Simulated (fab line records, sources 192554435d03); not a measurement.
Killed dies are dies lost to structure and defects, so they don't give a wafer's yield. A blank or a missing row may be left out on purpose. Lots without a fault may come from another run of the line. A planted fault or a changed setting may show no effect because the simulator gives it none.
Split-lot experiment | flow n5_finfet | 7 lots, 21 wafers read, on a route of 1938 steps

THE SPLIT
At N5_BEOL_M4_COAT_62 (time 60 s, resist thk 12 nm), the setting spin_rpm was moved away from the recipe's 1500 rpm on 10 of the 21 wafers read, by -10.8% to +7.3%. The other wafers ran this setting at the recipe's value.

FROM THE SPLIT TO THE READING: what the file shows between them, 5 steps
- N5_BEOL_M4_EXPOSE_08: exposes mask M4 (also split here: dose_mj)
- N5_BEOL_M4_PEB_09: peb time 60 s
- N5_BEOL_M4_DEVELOP_10: develop time 30 s
- N5_BEOL_M4_DESCUM_16: chemistry O2, time 7 s
- N5_BEOL_M4_ETCH_74: etches underlayer in N2/H2, target depth 6.5 nm, time 5.2 s

THE READING
etch.depth_nm (the simulator's own value, which no gauge read), in nm, at N5_BEOL_M4_ETCH_63 (etches SiARC in CF4, target depth 15.6 nm, time 26 s). The file gives no usual value for it. The 11 wafers here that ran the recipe average 11.99 nm, standard deviation 0.031 nm.

wafer  | tool, chamber at the split | spin_rpm as run, rpm | against the recipe | etch.depth_nm, nm | against lot-mates on the recipe
L076.1 | litho_track-02, 0          | 1428                 | -4.8%              | 12.33             | no lot-mate on the recipe
L076.2 | litho_track-02, 0          | 1428                 | -4.8%              | 12.32             | no lot-mate on the recipe
L076.5 | litho_track-02, 0          | 1428                 | -4.8%              | 12.34             | no lot-mate on the recipe
L075.1 | litho_track-02, 0          | 1500                 | recipe             | 11.94             | -
L075.4 | litho_track-02, 0          | 1419                 | -5.4%              | 12.29             | +0.35
L075.5 | litho_track-02, 0          | 1419                 | -5.4%              | 12.3              | +0.36
L081.1 | litho_track-02, 0          | 1610                 | +7.3%              | 11.64             | -0.37
L081.2 | litho_track-02, 0          | 1610                 | +7.3%              | 11.61             | -0.40
L081.4 | litho_track-02, 0          | 1500                 | recipe             | 12.01             | -
L086.2 | litho_track-02, 0          | 1500                 | recipe             | 12.01             | -
L086.3 | litho_track-02, 0          | 1556                 | +3.7%              | 11.85             | -0.16
L086.4 | litho_track-02, 0          | 1556                 | +3.7%              | 11.8              | -0.21
L085.1 | litho_track-05, 0          | 1500                 | recipe             | 12.04             | -
L085.4 | litho_track-05, 0          | 1500                 | recipe             | 12.01             | -
L085.5 | litho_track-05, 0          | 1500                 | recipe             | 12.03             | -
L088.2 | litho_track-03, 0          | 1500                 | recipe             | 11.98             | -
L088.4 | litho_track-03, 0          | 1500                 | recipe             | 11.96             | -
L088.5 | litho_track-03, 0          | 1500                 | recipe             | 11.98             | -
L095.4 | litho_track-05, 0          | 1500                 | recipe             | 11.98             | -
L095.5 | litho_track-05, 0          | 1338                 | -10.8%             | 12.69             | +0.72
L095.6 | litho_track-05, 0          | 1500                 | recipe             | 11.95             | -

THE FIT
A straight line over all 21 wafers: etch.depth_nm changes by -0.058 nm for each +1% of spin_rpm; r = -0.99; the points scatter about the line by 0.041 nm.
The same after taking each lot's own level away (the mean of its wafers on the recipe; 18 wafers): -0.0603 nm for each +1%; r = -0.99; scatter 0.029 nm.
On that fit, the largest move of spin_rpm shifts the reading by 0.65 nm.
The lots' own levels span 11.940 to 12.027 nm, that is 2.8 times the standard deviation above.
So the lot-to-lot level changes the slope little: the two slopes agree.
Check: with one of the wafers moved furthest among these (-10.8%) left out of the fit, the line predicts +0.626 nm for it against its lot-mates. It came out at +0.725 nm against them.

OTHER SPLITS ON THESE WAFERS
These wafers also went through other splits before the reading. Each is held against what the fit with the lots' levels taken away leaves over:
other split on the same wafers | wafers away from the commonest value | r with etch.depth_nm (lot level and that fit taken away)
N5_BEOL_M3_EXPOSE_08 dose_mj   | 6                                    | -0.38
N5_BEOL_M4_EXPOSE_08 dose_mj   | 5                                    | +0.39

THE WHOLE CHAIN: every reading that the file lists as answering this split, in the file's order
step               | what it does                                         | reading                                                                          | change (the file's fit)                | r (the file's)
N5_BEOL_M4_COAT_62 | time 60 s, resist thk 12 nm                          | SiARC_of_BEOL_M4_COAT_62.thk_nm (the simulator's own value, which no gauge read) | -0.0552 nm for each +1% of the setting | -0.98
N5_BEOL_M4_ETCH_63 | etches SiARC in CF4, target depth 15.6 nm, time 26 s | etch.depth_nm (the simulator's own value, which no gauge read)                   | -0.062 nm for each +1% of the setting  | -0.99

THE FILE'S OWN FIT
etch.depth_nm changes by -0.062 nm for each +1% of spin_rpm, r = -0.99.
